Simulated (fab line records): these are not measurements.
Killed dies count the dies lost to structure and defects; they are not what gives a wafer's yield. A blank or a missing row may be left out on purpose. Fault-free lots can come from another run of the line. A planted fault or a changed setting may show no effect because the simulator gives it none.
A single fault, viewed from 2 desks | flow n5-finfet | each desk has only its own numbers; what lay behind them comes last

## TOOL OWNER'S DESK, ald-metal-02
The tool's own readings at N5_BEOL_M2_ALD_84 (deposits TaN, pulse time 2 s, purge time 3 s, co reactant purge time 2 s): means of the sampled wafers that have a number, for each lot that ran on this tool. Marked OUT: a lot whose mean sits more than 4 standard deviations from the usual mean, which makes it out of limits; the brackets give that distance.
Columns: A = heater-power-w at N5_BEOL_M2_ALD_84, usual 405 W; B = precursor-vessel-temp-c at N5_BEOL_M2_ALD_84, usual 75.01 C
lot  | first seen here | A   | B
L996 | day 8 04:20     | 360 | 75.09
L997 | day 8 13:52     | 389 | 75.06
L100 | day 9 07:26     | 410 | 74.94
L110 | day 12 09:50    | 387 | 75.20
L114 | day 12 16:10    | 385 | 74.88
L115 | day 12 23:49    | 385 | 74.94
This desk's finding: nothing out of limits on any of the 6 lots.

## THE METROLOGY DESK
What the gauges read for every lot (on any tool): the sampled wafers with a number, averaged. Marked OUT: a lot whose mean sits more than 4 standard deviations from the usual mean, which makes it out of limits; the brackets give that distance. Readings shown: 7 of its 11, picked as those furthest out on some lot.
Columns: A = cd-nm at N5_BEOL_M2_CD_MEAS_35, usual 17.8 nm; B = IOFF_P at N5_BEOL_M4_RC_MEAS_101, usual 0.22 nA/um; C = ION_N at N5_BEOL_M4_RC_MEAS_101, usual 672 uA/um; D = ION_P at N5_BEOL_M4_RC_MEAS_101, usual 462 uA/um; E = SS_P at N5_BEOL_M4_RC_MEAS_101, usual 73.5 mV/dec; F = VT_N at N5_BEOL_M4_RC_MEAS_101, usual 250 mV; G = VT_P at N5_BEOL_M4_RC_MEAS_101, usual -250 mV
lot  | first seen here | A    | B    | C   | D   | E    | F   | G
L996 | day 8 04:12     | 17.7 | 0.16 | 657 | 448 | 72.5 | 255 | -257
L997 | day 8 13:16     | 18.0 | 0.21 | 655 | 457 | 73.2 | 253 | -250
L100 | day 9 06:56     | 17.9 | 0.21 | 672 | 460 | 73.1 | 253 | -252
L105 | day 10 11:58    | 17.3 | 0.17 | 657 | 454 | 73.0 | 253 | -252
L106 | day 10 23:13    | 17.7 | 0.21 | 672 | 458 | 73.4 | 251 | -250
L109 | day 11 16:34    | 17.9 | 0.24 | 675 | 465 | 74.1 | 247 | -247
L111 | day 12 07:20    | 17.9 | 0.25 | 677 | 462 | 73.6 | 249 | -248
L110 | day 12 09:11    | 17.8 | 0.21 | 684 | 463 | 74.2 | 246 | -252
L114 | day 12 15:40    | 18.2 | 0.27 | 685 | 467 | 73.7 | 247 | -244
L115 | day 12 23:38    | 17.8 | 0.24 | 681 | 465 | 73.7 | 249 | -249
This desk's finding: nothing out of limits on any of the 10 lots.

## PUT TOGETHER
The desk of the tool owner found nothing out of limits.
Nothing out of limits was seen by the metrology desk.

## WHAT THE SIMULATOR PUT IN
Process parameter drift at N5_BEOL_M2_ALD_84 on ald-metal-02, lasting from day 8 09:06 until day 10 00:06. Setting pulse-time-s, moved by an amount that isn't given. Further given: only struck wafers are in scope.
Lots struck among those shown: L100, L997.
